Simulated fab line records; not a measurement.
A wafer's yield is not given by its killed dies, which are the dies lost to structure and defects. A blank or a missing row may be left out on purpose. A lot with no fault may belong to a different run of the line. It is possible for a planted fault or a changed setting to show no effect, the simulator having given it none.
fab line records	flow n5Finfet
record lots=11	wafers=32	lastDay=18
route steps=1938 shown MIM_TOP_ETCH@1853 MIM_BOT_LITHO@1862 MIM_BOT_ETCH@1867 TV_LITHO@1885 PAD_METAL@1893 PASSIVATION@1936
lots that met no fault: taken from a fault-free run of the same line
startH: hours from the record's first day to the start of the lot's first wafer shown	waitH: time in hours since the lot's previous step	" same as the row above	L1.1+2: a single row standing in for several wafers	- no value present, or no start provided	* or withheld: withheld	< > ~ a bound
route shown NAME@n: NAME is a module with steps in the file, n the number in the route of the first one	usual: mean/standard deviation taken from wafers without a fault	same: alike in all rows	chamber/n: place in a boat	sites: readings site by site	_std_site: their standard deviation	_edge_site: outer sites' mean less inner sites'	radiusMm: for every site, how far away it sits from the centre of the wafer	mask NAME#n: copy n	behind: the last tool/chamber to shape the wafer	hold: cause of the lot's hold/its duration in hours/its outcome	device: whichever transistor did not switch (one of n, p or np)	end of line: the same wafers' tests at the end of the route	step lacking rows: just its recipe	killed: dies that structure and defects cost at the first sort, which is not the same as the wafer's yield	map: a wafer's dies, x killed, . not, _ none there
set.NAME: the run value of the setting; set.NAME@STEP: its run value at that earlier step	model.NAME: the simulator's own value behind a step, which no gauge read
one table for each step of the route and one row for each wafer, over a sample of lots
services: the hour from which a tool's chamber was out of use, counted from the record's first day as startH (under 0 if before that day), plus the number of hours and why
## steps
# step N5_MIM_TOP_ETCH_PECVD_03
# recipe material=SiNx	targetThkA=200	tempC=400	precursor=SiH4/NH3/N2	pressureTorr=1.5	rfW=300	timeS=17.6
# usual chamberPressureTorr=1.500/0.0032	heaterPowerW=792/100	rfFwdPowerW=297.1/1.3	showerheadPlenumPTorr=5.11/0.045	susceptorTempC=400.04/0.2	throttleValvePct=39.8/2.8
lot.wafer	tool	chamber	startH	waitH	chamberPressureTorr	heaterPowerW	rfFwdPowerW	showerheadPlenumPTorr	susceptorTempC	throttleValvePct
L971.2	pecvd-02	0	290.03	-	1.499	670	298.1	5.09	399.86	39.5
L971.4	"	0	"	"	1.496	694	298.2	5.06	399.81	39.5
L971.5	"	2	"	"	1.500	969	294.8	5.19	399.97	36.7
L973.1	pecvd-04	0	292.77	-	1.497	853	295.7	5.17	399.86	37.1
L973.2	"	2	"	"	1.502	788	296.1	5.08	399.92	39.1
L973.4	"	1	"	"	1.502	920	297.8	5.07	400.35	38.4
L970.3	pecvd-02	0	295.65	-	1.500	595	298.0	5.05	400.25	39.5
L970.4	"	2	"	"	1.503	882	293.7	5.17	400.56	36.5
L970.6	"	1	"	"	1.497	625	299.0	5.15	400.19	40.0
L975.2	pecvd-02	2	307.05	-	1.497	972	292.8	5.17	400.24	37.2
L975.6	"	2	"	"	1.499	939	294.9	5.18	399.87	36.9
L974.1	pecvd-01	0	314.46	-	1.506	820	295.9	5.05	400.02	45.6
L974.5	"	0	"	"	1.506	814	296.4	5.06	400.30	45.8
L974.6	"	2	"	"	1.492	727	297.7	5.11	400.33	37.5
L983.1	pecvd-02	1	342.61	-	1.498	708	298.8	5.15	400.39	40.1
L983.2	"	2	"	"	1.506	937	296.6	5.18	399.97	37.2
L983.3	"	0	"	"	1.498	618	297.0	5.06	400.12	39.5
L985.2	pecvd-02	2	361.36	-	1.495	917	296.7	5.18	400.35	37.2
L985.3	"	0	"	"	1.500	610	298.0	5.07	400.09	39.4
L985.6	"	0	"	"	1.501	583	297.1	5.07	400.29	39.6
L986.1	pecvd-01	2	375.42	-	1.500	734	296.5	5.11	399.96	37.8
L986.3	"	0	"	"	1.501	780	296.7	5.05	400.30	45.6
L986.6	"	0	"	"	1.500	794	296.4	5.05	400.04	46.0
L987.1	pecvd-01	0	381.18	-	1.504	880	296.7	5.04	400.28	45.8
L987.4	"	1	"	"	1.493	781	296.5	5.14	400.19	44.6
L987.5	"	2	"	"	1.497	666	298.2	5.10	400.03	37.8
L989.1	pecvd-04	0	414.52	-	1.495	892	296.5	5.15	400.31	37.3
L989.4	"	1	"	"	1.495	804	298.6	5.07	399.77	38.8
L989.5	"	2	"	"	1.503	774	295.1	5.08	399.97	39.6
L990.1	pecvd-02	1	434.17	-	1.499	728	296.3	5.14	399.90	40.1
L990.3	"	0	"	"	1.499	666	299.1	5.07	399.86	40.0
L990.5	"	1	"	"	1.497	713	298.9	5.14	399.99	40.0
# step N5_MIM_BOT_LITHO_CD_MEAS_08
# recipe targetCdNm=3000	landingEnergyEv=500	detector=seInlens	polarity=opening
# usual cdNm=2999.4/2.4
lot.wafer	tool	chamber	startH	waitH	cdNm
L971.2	cdSem-02	0	290.54	-	2997.7
L971.4	"	0	"	"	3001.1
L971.5	"	0	"	"	2997.7
L973.1	cdSem-03	0	293.12	-	2999.6
L973.2	"	0	"	"	3000.5
L973.4	"	0	"	"	2998.1
L970.3	cdSem-01	0	296.01	-	2999.5
L970.4	"	0	"	"	2995.9
L970.6	"	0	"	"	2992.5
L975.2	cdSem-01	0	307.40	-	2998.8
L975.6	"	0	"	"	2999.2
L974.1	cdSem-03	0	314.94	-	3002.6
L974.5	"	0	"	"	2999.9
L974.6	"	0	"	"	3001.8
L983.1	cdSem-02	0	342.97	-	3001.1
L983.2	"	0	"	"	2997.7
L983.3	"	0	"	"	2995.2
L985.2	cdSem-01	0	361.72	-	3002.4
L985.3	"	0	"	"	2997.8
L985.6	"	0	"	"	2998.1
L986.1	cdSem-02	0	375.77	-	2997.5
L986.3	"	0	"	"	2998.0
L986.6	"	0	"	"	2999.9
L987.1	cdSem-01	0	381.54	-	3004.6
L987.4	"	0	"	"	2999.7
L987.5	"	0	"	"	3002.3
L989.1	cdSem-03	0	414.88	-	2997.3
L989.4	"	0	"	"	3002.9
L989.5	"	0	"	"	3000.7
L990.1	cdSem-01	0	434.65	-	3000.4
L990.3	"	0	"	"	2998.2
L990.5	"	0	"	"	3001.9
# step N5_MIM_BOT_ETCH_ETCH_03
# recipe chemistry=Cl2/BCl3	targetDepthA=120	pressureMtorr=8	icpW=800	biasW=100	Cl2_flow_sccm=20	bcl3FlowSccm=80
# usual drypumpMotorCurrentA=5.7/0.41	oesProductAu=0.80/0.063	rfFwdPowerW=794/3.5	throttleValvePct=27.39/0.27
lot.wafer	tool	chamber	startH	waitH	drypumpMotorCurrentA	oesProductAu	rfFwdPowerW	rfHoursCounterH	throttleValvePct
L971.2	rieMetal-01	0	290.78	0.1	6.2	0.72	794	66	27.13
L971.4	"	1	"	"	5.6	0.79	791	-	27.58
L971.5	"	1	"	"	5.6	0.78	791	-	27.58
L973.1	rieMetal-02	0	293.37	0.1	5.2	0.91	796	13	27.08
L973.2	"	0	"	"	5.2	0.91	797	-	27.11
L973.4	"	0	"	"	5.2	0.91	794	-	27.09
L970.3	rieMetal-03	1	296.48	0.1	5.8	0.76	792	-	27.85
L970.4	"	0	"	"	6.3	0.85	788	-	27.20
L970.6	"	0	"	"	6.3	0.84	794	-	27.17
L975.2	rieMetal-01	1	307.65	0.1	5.6	0.78	793	28	27.60
L975.6	"	1	"	"	5.6	0.78	790	-	27.58
L974.1	rieMetal-01	1	315.50	0.1	5.6	0.78	792	29	27.60
L974.5	"	0	"	"	6.2	0.72	800	-	27.14
L974.6	"	1	"	"	5.6	0.78	790	-	27.59
L983.1	rieMetal-01	1	343.46	0.1	5.6	0.77	788	31	27.59
L983.2	"	0	"	"	6.1	0.72	794	72	27.13
L983.3	"	0	"	"	6.2	0.72	796	-	27.14
L985.2	rieMetal-02	0	361.96	0.1	5.2	0.87	800	19	27.12
L985.3	"	0	"	"	5.2	0.87	798	-	27.10
L985.6	"	0	"	"	5.2	0.87	797	-	27.10
L986.1	rieMetal-03	1	376.02	0.1	5.8	0.73	786	58	27.86
L986.3	"	1	"	"	5.8	0.74	787	-	27.87
L986.6	"	1	"	"	5.8	0.74	787	-	27.87
L987.1	rieMetal-02	0	381.78	0.1	5.2	0.87	794	21	27.11
L987.4	"	0	"	"	5.2	0.86	797	-	27.10
L987.5	"	1	"	"	5.3	0.83	795	-	27.63
L989.1	rieMetal-01	1	415.12	0.1	5.6	0.75	791	37	27.60
L989.4	"	0	"	"	6.2	0.71	794	-	27.16
L989.5	"	0	"	"	6.2	0.69	801	-	27.14
L990.1	rieMetal-01	1	434.89	0.1	5.6	0.75	791	39	27.60
L990.3	"	1	"	"	5.6	0.75	795	-	27.62
L990.5	"	1	"	"	5.6	0.75	790	-	27.62
# step N5_PASSIVATION_INSPECT_61
# recipe mode=adi	inspectInstrument=macro
# usual rawDefectCount=2.0/1.4
lot.wafer	tool	chamber	startH	waitH	rawDefectCount
L971.2	defectInspect-01	-	292.44	0.0	5
L971.4	"	-	"	"	1
L971.5	"	-	"	"	4
L973.1	defectInspect-01	-	296.04	0.0	3
L973.2	"	-	"	"	0
L973.4	"	-	"	"	4
L970.3	defectInspect-02	-	299.04	0.0	1
L970.4	"	-	"	"	1
L970.6	"	-	"	"	4
L975.2	defectInspect-01	-	310.07	0.0	2
L975.6	"	-	"	"	0
L974.1	defectInspect-02	-	320.36	0.0	0
L974.5	"	-	"	"	>300
L974.6	"	-	"	"	3
L983.1	defectInspect-01	-	347.61	0.0	1
L983.2	"	-	"	"	>300
L983.3	"	-	"	"	>300
L985.2	defectInspect-02	-	364.91	0.0	2
L985.3	"	-	"	"	3
L985.6	"	-	"	"	0
L986.1	defectInspect-02	-	378.26	0.0	1
L986.3	"	-	"	"	1
L986.6	"	-	"	"	1
L987.1	defectInspect-02	-	383.01	0.0	1
L987.4	"	-	"	"	1
L987.5	"	-	"	"	3
L989.1	defectInspect-01	-	418.95	0.0	0
L989.4	"	-	"	"	3
L989.5	"	-	"	"	2
L990.1	defectInspect-02	-	436.44	0.0	3
L990.3	"	-	"	"	1
L990.5	"	-	"	"	0
# step N5_PASSIVATION_DEGAS_18
# recipe ambient=vacuum	tempC=300	timeS=60
# usual heaterPowerW=463/32	susceptorTempC=300.02/0.19
lot.wafer	tool	chamber	startH	waitH	heaterPowerW	susceptorTempC
L971.2	pvdSputter-01	-	293.52	0.5	384	300.15
L971.4	"	-	"	"	499	299.92
L971.5	"	-	"	"	447	299.88
L973.1	pvdSputter-01	-	296.96	0.3	502	299.83
L973.2	"	-	"	"	386	299.96
L973.4	"	-	"	"	482	300.23
L970.3	pvdSputter-02	-	299.72	0.1	487	299.98
L970.4	"	-	"	"	475	300.02
L970.6	"	-	"	"	453	300.03
L975.2	pvdSputter-02	-	312.05	1.4	454	300.04
L975.6	"	-	"	"	446	300.15
L974.1	pvdSputter-03	-	321.54	0.3	481	299.81
L974.5	"	-	"	"	484	299.87
L974.6	"	-	"	"	484	300.11
L983.1	pvdSputter-01	-	350.07	1.9	475	299.84
L983.2	"	-	"	"	454	299.36
L983.3	"	-	"	"	381	299.85
L985.2	pvdSputter-02	-	366.30	0.1	468	300.20
L985.3	"	-	"	"	465	300.08
L985.6	"	-	"	"	497	300.07
L986.1	pvdSputter-02	-	379.61	0.8	443	299.80
L986.3	"	-	"	"	459	299.81
L986.6	"	-	"	"	465	300.03
L987.1	pvdSputter-03	-	384.72	0.4	485	300.13
L987.4	"	-	"	"	476	300.07
L987.5	"	-	"	"	479	299.95
L989.1	pvdSputter-02	-	420.16	0.3	452	300.09
L989.4	"	-	"	"	462	300.00
L989.5	"	-	"	"	468	300.24
L990.1	pvdSputter-02	-	437.45	0.4	463	299.91
L990.3	"	-	"	"	445	300.08
L990.5	"	-	"	"	493	299.58
# step N5_PASSIVATION_PROBE_49
# usual defectLimitedYield=91.0/1.4	killed_at_M0_to_M3=36/9.6	killed_at_M4_up=14/6.1	killedAtContacts=13/6.6	killedAtFrontEnd=40/11	killedAtOther=3.2/2.9	killedDies=106/17	killedOnRim=14/3.9	killedOpen=71/12	killedShort=33/7.3	sort_bin_4_leakage=0.02/0.11	sort_bin_5_function=5.3/1	sort_bin_6_memory=3.4/0.68	sortNPass=1073/19	sortYieldPct=91.0/1.6
# same grossDies=1180	killedAtBackSide=0	sort_bin_8_speed[%]=0
lot.wafer	tool	chamber	startH	waitH	defectLimitedYield[%]	killed_at_M0_to_M3	killed_at_M4_up	killedAtContacts	killedAtFrontEnd	killedAtOther	killedDies	killedOnRim	killedOpen	killedShort	sort_bin_4_leakage[%]	sort_bin_5_function[%]	sort_bin_6_memory[%]	sortNPass	sortYieldPct[%]
L974.1	prober-01	-	327.19	0.0	91.9	29	16	11	38	1	95	13	64	31	0	5.0	2.9	1085	91.9
L974.5	prober-01	-	327.39	0.2	86.9	38	11	14	50	42	155	24	75	38	0	8.3	3.4	1025	86.9
L974.6	prober-01	-	327.44	0.3	86.4	28	14	14	104	0	160	13	69	30	0	10.1	3.5	1020	86.4
L983.1	prober-02	-	356.35	0.0	89.4	55	14	14	38	4	125	18	78	47	0	5.8	4.3	1055	89.4
L983.2	prober-02	-	356.40	0.1	83.8	59	15	26	36	55	191	34	91	45	0	10.4	4.3	989	83.8
L983.3	prober-02	-	356.45	0.1	87.5	38	13	21	29	47	148	32	63	40	0	7.1	3.8	1032	87.5
L987.1	prober-02	-	391.42	0.0	89.7	46	9	13	47	6	121	15	81	33	0	6.0	3.8	1059	89.7
L987.4	prober-02	-	391.57	0.2	93.3	30	8	10	28	3	79	9	51	28	0	3.8	2.6	1101	93.3
L987.5	prober-02	-	391.62	0.2	91.9	40	13	17	26	0	96	7	62	33	0	4.9	3.0	1084	91.9
# killed by level:class
L974.1 STI_FIN_REVEAL:geometricParticle:open=13 MOL_CONTACT_COAG:geometricParticle:open=11 FIN_SAQP:geometricParticle:open=6 STI_FIN_REVEAL:geometricParticle:short=6 BEOL_M2:geometricParticle:open=6 FIN_SAQP:geometricParticle:short=5 BEOL_M3:geometricParticle:short=5 BEOL_M0_SAQP:geometricParticle:short=5
L974.5 MIM_BOT_ETCH:unspecified=42 FIN_SAQP:geometricParticle:open=15 FIN_SAQP:geometricParticle:short=14 MOL_CONTACT_COAG:geometricParticle:open=12 STI_FIN_REVEAL:geometricParticle:open=10 BEOL_M0_SAQP:geometricParticle:short=9 BEOL_M0_SAQP:geometricParticle:open=7 BEOL_M2:geometricParticle:open=7
L974.6 FIN_CUT:areaEtch=61 STI_FIN_REVEAL:geometricParticle:open=13 MOL_CONTACT_COAG:geometricParticle:open=10 BEOL_M3:geometricParticle:open=9 BEOL_M0_SAQP:geometricParticle:open=6 BEOL_M0_SAQP:geometricParticle:short=6 BEOL_M4:geometricParticle:open=6 FIN_SAQP:geometricParticle:short=5
L983.1 STI_FIN_REVEAL:geometricParticle:open=10 BEOL_M3:geometricParticle:open=10 FIN_SAQP:geometricParticle:open=9 BEOL_M2:geometricParticle:open=9 MOL_CONTACT_COAG:geometricParticle:open=8 BEOL_M0_SAQP:geometricParticle:short=7 BEOL_M0_SAQP:geometricParticle:open=7 BEOL_M4:geometricParticle:open=7
L983.2 MIM_BOT_ETCH:unspecified=51 MOL_CONTACT_COAG:geometricParticle:open=20 BEOL_M0_SAQP:geometricParticle:short=16 BEOL_M2:geometricParticle:open=11 BEOL_M0_SAQP:geometricParticle:open=11 FIN_SAQP:geometricParticle:open=9 BEOL_M4:geometricParticle:open=9 BEOL_M1:geometricParticle:open=7
L983.3 MIM_BOT_ETCH:unspecified=45 MOL_CONTACT_COAG:geometricParticle:open=16 BEOL_M0_SAQP:geometricParticle:short=9 BEOL_M1:geometricParticle:open=9 BEOL_M2:geometricParticle:open=7 BEOL_M4:geometricParticle:open=7 FIN_SAQP:geometricParticle:short=5 MOL_CONTACT_COAG:geometricParticle:short=5
L987.1 STI_FIN_REVEAL:geometricParticle:open=17 BEOL_M2:geometricParticle:open=16 MOL_CONTACT_COAG:geometricParticle:open=10 BEOL_M3:geometricParticle:open=10 BEOL_M0_SAQP:geometricParticle:short=7 FIN_CUT:areaEtch=7 BEOL_M4:geometricParticle:open=6 DUMMY_GATE:geometricParticle:open=5
L987.4 DUMMY_GATE:geometricParticle:open=9 BEOL_M2:geometricParticle:open=8 MOL_CONTACT_COAG:geometricParticle:open=7 FIN_SAQP:geometricParticle:short=5 BEOL_M0_SAQP:geometricParticle:short=5 BEOL_M0:geometricParticle:open=5 BEOL_M0_SAQP:geometricParticle:open=4 STARTING-WAFER:geometricParticle:short=4
L987.5 MOL_CONTACT_COAG:geometricParticle:open=13 BEOL_M3:geometricParticle:open=13 BEOL_M0_SAQP:geometricParticle:short=7 FIN_SAQP:geometricParticle:short=6 BEOL_M2:geometricParticle:open=6 DUMMY_GATE:geometricParticle:open=5 STI_FIN_REVEAL:geometricParticle:open=4 GATE_CUT:geometricParticle:short=4
## services
tool	chamber	startH	hours	kind
pecvd-01	1	278.30	5.0	scheduledDown
rieMetal-02	-	288.37	2.8	pm
rieMetal-02	1	292.25	2.5	repair
pvdSputter-01	-	302.54	1.3	repair
pvdSputter-01	-	331.05	9.3	repair
rieMetal-03	0	340.53	12.6	repair
pecvd-02	-	347.99	6.0	pm
rieMetal-01	-	382.72	0.7	repair
pecvd-01	1	383.62	-	clean
pecvd-01	1	383.62	-	consumableReplace:showerhead
pecvd-01	1	383.62	29.0	scheduledDown
pecvd-01	1	383.62	29.0	ventCycle
pvdSputter-03	-	386.79	2.2	repair
pvdSputter-02	-	391.45	3.8	repair
pecvd-04	0	400.45	5.5	scheduledDown
pvdSputter-01	-	412.00	0.5	repair
pecvd-01	2	415.78	2.1	scheduledDown
## key
firstSign step=N5_PASSIVATION_INSPECT_61	reading=rawDefectCount	direction=up	sigmas=99+	usual=2.0	struck=>300
effect step=N5_PASSIVATION_PROBE_49	reading=killedAtOther	direction=up	sigmas=16	usual=3.2	struck=48
moreKillsBornAt N5_MIM_BOT_ETCH_ETCH_03@rieMetal-01=138
metAt N5_MIM_BOT_ETCH_ETCH_03
struckLots L974,L983
struckWafers L974.5,L983.2,L983.3
baselineLoss step=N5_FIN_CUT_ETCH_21	wafers=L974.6
notActingAt N5_MIM_TOP_ETCH_PECVD_03,N5_MIM_BOT_LITHO_CD_MEAS_08,N5_PASSIVATION_DEGAS_18
onsetBetween 290.78 315.50
fault kind=chamberParticleSource	tool=rieMetal-01	chamber=0	onsetH=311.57	steps=N5_MIM_BOT_ETCH_ETCH_03	ratePerVisitCm2=0.7039	endH=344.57
# baselineLoss: these wafers lose ten dies or more at that step, a loss of the line's own and not of a fault; the sort's usual values leave them out
